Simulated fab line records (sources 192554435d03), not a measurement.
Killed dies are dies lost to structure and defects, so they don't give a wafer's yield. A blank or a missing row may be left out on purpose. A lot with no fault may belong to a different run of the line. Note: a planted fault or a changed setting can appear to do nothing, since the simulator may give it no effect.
Code-filled problem report in 8D (eight disciplines) form	flow n5_finfet	the parts of the form that need people (team, actions taken, sign-off) are left out

== 1. WHAT WENT WRONG ==
barrier_field_endpoint_s at N5_BEOL_M4_CMP_52 reads a mean of 13.3 s on 2 wafers of 2 lots; wafers without a fault read 25.0 s with a standard deviation of 0.62. That is -19 standard deviations from the usual mean.
The step: polishes, stops on SiOC, t overpolish 6.8 s, target thk 40 nm.
First observed at day 12 17:04: wafer L897.1, on cmp-04. Wafers with a number at this step in the record: 35, from 12 lots. Rule for "out" (also "out of limits"): further than 4 standard deviations from the usual mean. The rest of the wafers with a number are treated as sound.

== 2. WHAT IT IS AND WHAT IT IS NOT ==
question	is	is not
which readings at this step	barrier_field_endpoint_s, time_to_endpoint_s	edge_zone_pressure_frac, motor_current_A, overpolish_run_s
which lots	L897, L899	L880, L882, L883, L886, L887, L888, L889, L891, L902, L903
which wafers of those lots	L897.1, L899.2	L897.5, L897.6, L899.4
read on which tools	cmp-04	cmp-02, cmp-03
when	from day 12 17:04	up to then (26 sound wafers); but 7 sound wafers of L899, L902, L903 came after

== 3. WHAT RULES OUT EACH SUSPECT ==
Counting: a tool at a process step up to the reading stays a suspect if it ran every lot that is out. Sound lots after the first of them don't rule it out here, since some wafers of a struck lot are sound.
- cmp-04 at N5_BEOL_M4_CMP_52 (polishes, stops on SiOC, t overpolish 6.8 s, target thk 40 nm): kept. Every lot that is out went through it, the first being L897 (day 12 17:04); the last sound lot it ran before that was L891 (day 11 08:07). On those wafers its own readings are out: barrier_field_endpoint_s, time_to_endpoint_s.
Remaining after the count: cmp-04 at N5_BEOL_M4_CMP_52.

== 4. THE CAUSE (what the simulator had put in) ==
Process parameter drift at N5_BEOL_M4_CMP_52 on cmp-04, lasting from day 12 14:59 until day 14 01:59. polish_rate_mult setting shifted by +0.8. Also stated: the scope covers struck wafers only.
Only this tool survived the counting.

== 5. SEQUENCE OF EFFECTS, ordered by route ==
Rows list readings where the struck wafers' mean (over those with a number) sits beyond 3 standard deviations from the usual. Readings are gone through only where the record gives a usual standard deviation; hours: the median, over the lots, of the time from a lot's start at the first step in this table giving one to that lot's start at this step; sigmas: the change measured in usual standard deviations.
hours	step	reading	usual	on struck wafers	change	sigmas
0	N5_BEOL_M4_CMP_52	barrier_field_endpoint_s	25.0 s	13.3	-11.7	-19
0	N5_BEOL_M4_CMP_52	time_to_endpoint_s	62.8 s	32.6	-30.1	-10
It contains these process steps:
- N5_BEOL_M4_CMP_52: polishes, stops on SiOC, t overpolish 6.8 s, target thk 40 nm.

== 6. HOW IT WOULD HAVE BEEN CAUGHT EARLIER ==
2 hours passed between the start of the fault at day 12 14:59 and the first reading out of limits in this record, taken at day 12 17:04.
